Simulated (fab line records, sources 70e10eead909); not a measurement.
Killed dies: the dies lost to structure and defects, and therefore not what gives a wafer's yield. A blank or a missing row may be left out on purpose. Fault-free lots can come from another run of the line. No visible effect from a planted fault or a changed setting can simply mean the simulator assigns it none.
Chamber matching / flow nand harc / 4 sister chambers for NHARC_P_M2_STRIP_18 on rie diel-09
The step strips in N2/H2. 14 wafers are shown with their chamber, then 7 later ones without.

WAFERS, EACH WITH ITS CHAMBER
wafer=L726.1; chamber=3; showerhead plenum p Torr (Torr)=2.02; drypump motor current A (A)=5.8; oes product au (a.u.)=1.016
wafer=L726.3; chamber=1; showerhead plenum p Torr (Torr)=2.01; drypump motor current A (A)=5.3; oes product au (a.u.)=1.006
wafer=L726.5; chamber=3; showerhead plenum p Torr (Torr)=2.02; drypump motor current A (A)=5.8; oes product au (a.u.)=1.012
wafer=L734.1; chamber=1; showerhead plenum p Torr (Torr)=2.00; drypump motor current A (A)=5.3; oes product au (a.u.)=0.997
wafer=L734.2; chamber=2; showerhead plenum p Torr (Torr)=2.09; drypump motor current A (A)=6.1; oes product au (a.u.)=1.000
wafer=L734.5; chamber=0; showerhead plenum p Torr (Torr)=2.15; drypump motor current A (A)=6.0; oes product au (a.u.)=0.982
wafer=L735.1; chamber=2; showerhead plenum p Torr (Torr)=2.09; drypump motor current A (A)=6.1; oes product au (a.u.)=0.992
wafer=L735.4; chamber=1; showerhead plenum p Torr (Torr)=2.00; drypump motor current A (A)=5.3; oes product au (a.u.)=1.000
wafer=L735.5; chamber=0; showerhead plenum p Torr (Torr)=2.15; drypump motor current A (A)=5.9; oes product au (a.u.)=0.983
wafer=L736.1; chamber=1; showerhead plenum p Torr (Torr)=2.00; drypump motor current A (A)=5.3; oes product au (a.u.)=1.001
wafer=L736.3; chamber=2; showerhead plenum p Torr (Torr)=2.09; drypump motor current A (A)=6.1; oes product au (a.u.)=0.992
wafer=L736.6; chamber=3; showerhead plenum p Torr (Torr)=2.02; drypump motor current A (A)=5.9; oes product au (a.u.)=1.008
wafer=L745.1; chamber=1; showerhead plenum p Torr (Torr)=2.00; drypump motor current A (A)=5.3; oes product au (a.u.)=1.011
wafer=L745.4; chamber=3; showerhead plenum p Torr (Torr)=2.02; drypump motor current A (A)=5.9; oes product au (a.u.)=1.001

SIGNATURES (averages over the wafers above)
reading=showerhead plenum p Torr; chamber 0=2.1500; chamber 1=2.0020; chamber 2=2.0900; chamber 3=2.0200; scatter within a chamber=0.00283
reading=drypump motor current A; chamber 0=5.950; chamber 1=5.300; chamber 2=6.100; chamber 3=5.850; scatter within a chamber=0.0387
reading=oes product au; chamber 0=0.98250; chamber 1=1.00300; chamber 2=0.99467; chamber 3=1.00925; scatter within a chamber=0.00537
Rule: a wafer's distance from a chamber is the root of the sum, over the readings, of the square of ((its reading less the chamber's mean) divided by the reading's scatter). The wafer belongs to the nearest chamber; if the next one is less than 2 further off, it can't be placed. The scatter: the root of (the sum of the squares of (reading less its chamber's mean) over the shown wafers, divided by (wafers less chambers)).

WAFERS WITHOUT THEIR CHAMBER
wafer=L745.6; showerhead plenum p Torr (Torr)=2.02; drypump motor current A (A)=5.9; oes product au (a.u.)=1.004
wafer=L746.2; showerhead plenum p Torr (Torr)=2.00; drypump motor current A (A)=5.3; oes product au (a.u.)=1.008
wafer=L746.3; showerhead plenum p Torr (Torr)=2.09; drypump motor current A (A)=6.1; oes product au (a.u.)=1.010
wafer=L746.5; showerhead plenum p Torr (Torr)=2.15; drypump motor current A (A)=6.0; oes product au (a.u.)=1.001
wafer=L748.2; showerhead plenum p Torr (Torr)=2.09; drypump motor current A (A)=6.1; oes product au (a.u.)=1.006
wafer=L748.5; showerhead plenum p Torr (Torr)=2.00; drypump motor current A (A)=5.3; oes product au (a.u.)=0.995
wafer=L748.6; showerhead plenum p Torr (Torr)=2.09; drypump motor current A (A)=6.1; oes product au (a.u.)=1.001

EACH ONE'S CHAMBER
wafer=L745.6; from the rows above=3; in truth=3
wafer=L746.2; from the rows above=1; in truth=1
wafer=L746.3; from the rows above=2; in truth=2
wafer=L746.5; from the rows above=0; in truth=0
wafer=L748.2; from the rows above=2; in truth=2
wafer=L748.5; from the rows above=1; in truth=1
wafer=L748.6; from the rows above=2; in truth=2
Correctly placed: 7 of 7. Left unplaced by these rows: 0. Number placed wrongly: 0.
